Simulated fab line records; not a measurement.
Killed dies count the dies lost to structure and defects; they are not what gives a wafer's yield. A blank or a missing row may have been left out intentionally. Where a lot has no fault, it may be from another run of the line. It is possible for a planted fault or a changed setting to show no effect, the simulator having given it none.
Matching of chambers / flow nand_harc / NHARC_A_STAIRCASE_ALD_420 on ald_hk-02: 4 sister chambers
The step deposits SiO2, target thk 20 nm, pulse time 6 s, ald cycles 200. 24 wafers are shown with their chamber, then 12 later ones without.

WAFERS WITH THEIR CHAMBER
wafer=L074.2; chamber=3; heater_power_w (W)=462; precursor_pulse_height_rel=0.996
wafer=L074.4; chamber=0; heater_power_w (W)=387; precursor_pulse_height_rel=0.975
wafer=L074.5; chamber=0; heater_power_w (W)=402; precursor_pulse_height_rel=0.987
wafer=L075.2; chamber=2; heater_power_w (W)=502; precursor_pulse_height_rel=0.980
wafer=L075.3; chamber=0; heater_power_w (W)=385; precursor_pulse_height_rel=1.041
wafer=L075.6; chamber=1; heater_power_w (W)=437; precursor_pulse_height_rel=0.994
wafer=L079.1; chamber=2; heater_power_w (W)=499; precursor_pulse_height_rel=1.010
wafer=L079.3; chamber=0; heater_power_w (W)=386; precursor_pulse_height_rel=0.991
wafer=L079.4; chamber=1; heater_power_w (W)=426; precursor_pulse_height_rel=0.999
wafer=L080.1; chamber=1; heater_power_w (W)=433; precursor_pulse_height_rel=1.022
wafer=L080.3; chamber=2; heater_power_w (W)=491; precursor_pulse_height_rel=0.969
wafer=L080.5; chamber=1; heater_power_w (W)=440; precursor_pulse_height_rel=0.999
wafer=L083.2; chamber=1; heater_power_w (W)=431; precursor_pulse_height_rel=1.006
wafer=L083.3; chamber=2; heater_power_w (W)=515; precursor_pulse_height_rel=1.009
wafer=L083.4; chamber=0; heater_power_w (W)=401; precursor_pulse_height_rel=0.996
wafer=L081.1; chamber=0; heater_power_w (W)=399; precursor_pulse_height_rel=0.980
wafer=L081.2; chamber=1; heater_power_w (W)=448; precursor_pulse_height_rel=0.996
wafer=L081.4; chamber=2; heater_power_w (W)=502; precursor_pulse_height_rel=1.028
wafer=L081.3; chamber=3; heater_power_w (W)=455; precursor_pulse_height_rel=0.980
wafer=L081.5; chamber=1; heater_power_w (W)=443; precursor_pulse_height_rel=1.009
wafer=L081.6; chamber=2; heater_power_w (W)=505; precursor_pulse_height_rel=1.031
wafer=L082.3; chamber=1; heater_power_w (W)=435; precursor_pulse_height_rel=0.965
wafer=L082.4; chamber=2; heater_power_w (W)=508; precursor_pulse_height_rel=1.000
wafer=L082.6; chamber=2; heater_power_w (W)=499; precursor_pulse_height_rel=0.996

SIGNATURES, as means of the wafers listed above
reading=heater_power_w; chamber 0=393.33; chamber 1=436.62; chamber 2=502.62; chamber 3=458.50; scatter within a chamber=7.23
reading=precursor_pulse_height_rel; chamber 0=0.99500; chamber 1=0.99875; chamber 2=1.00287; chamber 3=0.98800; scatter within a chamber=0.0201
Rule: for a wafer and a chamber, the distance is found by dividing, reading by reading, the gap between the wafer's reading and the chamber's mean by the reading's scatter, squaring, summing and taking the root. If the next closest chamber is less than 2 further off than the closest, the wafer can't be placed; otherwise it belongs to the closest. How the scatter is found: for the shown wafers, subtract from each reading the mean of its chamber, square and add these, divide the total by (wafers less chambers), then take the root.

WAFERS WITHOUT THEIR CHAMBER
wafer=L086.3; heater_power_w (W)=505; precursor_pulse_height_rel=1.022
wafer=L086.4; heater_power_w (W)=403; precursor_pulse_height_rel=1.014
wafer=L086.6; heater_power_w (W)=508; precursor_pulse_height_rel=1.014
wafer=L091.2; heater_power_w (W)=447; precursor_pulse_height_rel=0.994
wafer=L091.5; heater_power_w (W)=503; precursor_pulse_height_rel=1.032
wafer=L091.6; heater_power_w (W)=454; precursor_pulse_height_rel=1.028
wafer=L095.4; heater_power_w (W)=429; precursor_pulse_height_rel=1.016
wafer=L095.5; heater_power_w (W)=449; precursor_pulse_height_rel=1.001
wafer=L095.6; heater_power_w (W)=491; precursor_pulse_height_rel=1.014
wafer=L096.1; heater_power_w (W)=375; precursor_pulse_height_rel=0.985
wafer=L096.2; heater_power_w (W)=501; precursor_pulse_height_rel=1.004
wafer=L096.4; heater_power_w (W)=454; precursor_pulse_height_rel=1.015

CHAMBER TAKEN BY EACH
wafer=L086.3; from the rows above=2; in truth=2
wafer=L086.4; from the rows above=0; in truth=0
wafer=L086.6; from the rows above=2; in truth=2
wafer=L091.2; from the rows above=can't be placed: 1 or 3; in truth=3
wafer=L091.5; from the rows above=2; in truth=2
wafer=L091.6; from the rows above=can't be placed: 3 or 1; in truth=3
wafer=L095.4; from the rows above=1; in truth=1
wafer=L095.5; from the rows above=can't be placed: 3 or 1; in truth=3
wafer=L095.6; from the rows above=2; in truth=2
wafer=L096.1; from the rows above=0; in truth=0
wafer=L096.2; from the rows above=2; in truth=2
wafer=L096.4; from the rows above=can't be placed: 3 or 1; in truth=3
Correct placement for 8 of the 12. Not placeable from these rows: 4 (in 4, the candidates include the true chamber). Number placed wrongly: 0.
